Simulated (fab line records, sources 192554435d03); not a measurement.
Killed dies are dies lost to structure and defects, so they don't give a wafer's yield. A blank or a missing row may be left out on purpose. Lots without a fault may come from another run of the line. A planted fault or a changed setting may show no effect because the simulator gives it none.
Problem report in the 8D (eight disciplines) form, filled by code | flow n5_finfet | the parts of the form that need people (team, actions taken, sign-off) are left out

1. THE PROBLEM
barrier_field_endpoint_s at N5_BEOL_M2_CMP_52 reads a mean of 13.2 s on 3 wafers of 2 lots; wafers without a fault read 24.8 s with a standard deviation of 0.78. That is -15 standard deviations from the usual mean.
The step: polishes, stops on SiOC, t overpolish 6.8 s, target thk 40 nm.
First seen on wafer L256.4, day 9 08:29, on cmp-03. The record holds 30 wafers of 10 lots with a number at this step. Rule for "out", or "out of limits": more than 4 standard deviations from the usual mean. The other wafers with a number count as sound.

2. WHAT IT IS AND WHAT IT IS NOT
question                    | is                                           | is not
which readings at this step | barrier_field_endpoint_s, time_to_endpoint_s | motor_current_A, overpolish_run_s
which lots                  | L256, L260                                   | L248, L249, L258, L264, L265, L266, L269, L270
which wafers of those lots  | L256.2, L256.4, L260.2                       | L256.6, L260.1, L260.5
read on which tools         | cmp-03                                       | cmp-01, cmp-02
when                        | from day 9 08:29                             | up to then (7 sound wafers); but 20 sound wafers of L258, L260, L264, L265, L266, L269, L270 came after

3. SUSPECTS, AND WHAT RULES EACH OUT
Counting: a tool at a process step up to the reading stays a suspect if it ran every lot that is out. Sound lots after the first of them don't rule it out here, since some wafers of a struck lot are sound.
- cmp-03 at N5_BEOL_M2_CMP_52 (polishes, stops on SiOC, t overpolish 6.8 s, target thk 40 nm): kept. It ran every lot that is out, first L256 (day 9 08:29); its last sound lot up to then is L249 (day 7 18:18). Its own readings are out on those wafers: barrier_field_endpoint_s, time_to_endpoint_s.
Left after counting: cmp-03 at N5_BEOL_M2_CMP_52.

4. THE CAUSE (what the simulator had put in)
Process parameter drift: cmp-03, from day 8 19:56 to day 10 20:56, at N5_BEOL_M2_CMP_52. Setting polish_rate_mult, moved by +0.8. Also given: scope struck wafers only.
Counting left only this tool.

5. THE CHAIN OF EFFECTS, in route order
Each row: a reading whose mean over the struck wafers that have a number lies more than 3 standard deviations from the usual. Only readings for which the record gives a usual standard deviation are gone through. hours: the time from each lot's start at the first step in this table that gives one to its start at this step, as a median over the lots. sigmas: the change in usual standard deviations.
hours | step              | reading                  | usual  | on struck wafers | change | sigmas
0     | N5_BEOL_M2_CMP_52 | barrier_field_endpoint_s | 24.8 s | 13.2             | -11.6  | -15
0     | N5_BEOL_M2_CMP_52 | time_to_endpoint_s       | 62 s   | 29               | -33    | -7.4
The process steps in it:
- N5_BEOL_M2_CMP_52: polishes, stops on SiOC, t overpolish 6.8 s, target thk 40 nm.
Later measuring or inspecting steps at which every struck wafer that the step has a row for has a number for every such reading, and none has moved that far: N5_BEOL_M4_RC_MEAS_101.

6. WHAT WOULD HAVE CAUGHT IT SOONER
In this record the first reading out of limits was taken at day 9 08:29, 13 hours after the fault began at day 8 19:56.
